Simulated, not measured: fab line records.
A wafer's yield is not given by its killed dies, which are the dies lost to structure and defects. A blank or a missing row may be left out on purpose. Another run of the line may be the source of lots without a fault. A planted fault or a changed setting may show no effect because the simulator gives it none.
Check for tools in common | flow nand-harc | Sampled: 6 lots, 18 wafers

THE REASON FOR OPENING IT
On 2 of the 6 lots, a flag is raised at NHARC_END_SORT_01 on the reading killed-at-periphery. No-fault wafers: 3.0, standard deviation 2.3.
Rule: a lot is flagged when every wafer of it that has a number lies more than 4 standard deviations from that mean, or none has a number. All remaining lots are regarded as sound.

lot  | measured     | on        | killed-at-periphery, wafer by wafer | flag
L945 | day 19 13:35 | prober-01 | 5 2 3                               |
L943 | day 19 13:36 | prober-02 | 0 1 2                               |
L942 | day 20 06:02 | prober-01 | 2 3 1                               |
L947 | day 22 01:41 | prober-01 | 318 319 307                         | FLAGGED
L951 | day 22 13:43 | prober-02 | 316 299 305                         | FLAGGED
L960 | day 24 00:21 | prober-01 | 7 3 4                               |
Averaged over the flagged lots the numbers come to 310.7, +307.7 from the usual (+99 or more standard deviations).

WHICH TOOL RAN EACH LOT
3 process steps preceding the reading are held in the record, out of 1159 steps in the route. Each cell gives the tool, then ch followed by the chambers the sampled wafers passed through, then the start.
lot  | flag    | NHARC_P_BONDPAD_DEGAS_25     | NHARC_P_BONDPAD_ANNEAL_28        | NHARC_P_BONDPAD_CMP_19
L945 |         | pvd-sputter-03, day 7 15:11  | rtp-anneal-02 ch 0, day 7 15:56  | cmp-03 ch 0,2,3, day 7 16:18
L943 |         | pvd-sputter-03, day 7 04:37  | rtp-anneal-01 ch 0, day 7 05:23  | cmp-03 ch 1,2,3, day 7 05:47
L942 |         | pvd-sputter-03, day 7 05:22  | rtp-anneal-01 ch 0, day 7 06:14  | cmp-03 ch 0,1,2, day 7 06:34
L947 | FLAGGED | pvd-sputter-03, day 8 12:07  | rtp-anneal-01 ch 0, day 8 12:51  | cmp-03 ch 0,3, day 8 13:14
L951 | FLAGGED | pvd-sputter-03, day 9 13:11  | rtp-anneal-02 ch 0, day 9 14:00  | cmp-03 ch 0,2,3, day 9 14:22
L960 |         | pvd-sputter-01, day 11 13:04 | rtp-anneal-02 ch 0, day 11 13:52 | cmp-02 ch 2,3, day 11 14:11
These steps, and what they do:
- NHARC_P_BONDPAD_DEGAS_25: time 60 s.
- NHARC_P_BONDPAD_ANNEAL_28: time 90 s.
- NHARC_P_BONDPAD_CMP_19: polishes, t overpolish 30 s, cu recess touch 16 s, target thk 160.81 nm.
- NHARC_END_SORT_01

FLAGGED OVER TOTAL, TOOL BY TOOL (the gauges that took the reading come last)
step                      | tool           | lots run | flagged | share of the flagged lots | sound lots run after its first flagged lot
NHARC_P_BONDPAD_DEGAS_25  | pvd-sputter-01 | 1        | 0       | none                      | -
NHARC_P_BONDPAD_DEGAS_25  | pvd-sputter-03 | 5        | 2       | all                       | 0
NHARC_P_BONDPAD_ANNEAL_28 | rtp-anneal-01  | 3        | 1       | some                      | 0
NHARC_P_BONDPAD_ANNEAL_28 | rtp-anneal-02  | 3        | 1       | some                      | 1 (L960)
NHARC_P_BONDPAD_CMP_19    | cmp-02         | 1        | 0       | none                      | -
NHARC_P_BONDPAD_CMP_19    | cmp-03         | 5        | 2       | all                       | 0
NHARC_END_SORT_01         | prober-01      | 4        | 1       | some                      | 1 (L960)
NHARC_END_SORT_01         | prober-02      | 2        | 1       | some                      | 0

WHAT THE TABLE PERMITS
Every flagged lot went through 2 rows of the table: pvd-sputter-03 at NHARC_P_BONDPAD_DEGAS_25 and cmp-03 at NHARC_P_BONDPAD_CMP_19.
- pvd-sputter-03 at NHARC_P_BONDPAD_DEGAS_25: 2 of its 5 lots flagged. Its last sound lot is L945 (day 7 15:11), its first flagged lot L947 (day 8 12:07): a fault that began between those two fits.
- cmp-03 at NHARC_P_BONDPAD_CMP_19: 2 of its 5 lots flagged. Its last sound lot is L945 (day 7 16:18), its first flagged lot L947 (day 8 13:14): a fault that began between those two fits.
Counting lots can't tell these 2 tools apart, because each fits a fault that began at some hour. More lots, or a look at what each step does to the wafer, might.

WHAT WAS PUT IN BY THE SIMULATOR
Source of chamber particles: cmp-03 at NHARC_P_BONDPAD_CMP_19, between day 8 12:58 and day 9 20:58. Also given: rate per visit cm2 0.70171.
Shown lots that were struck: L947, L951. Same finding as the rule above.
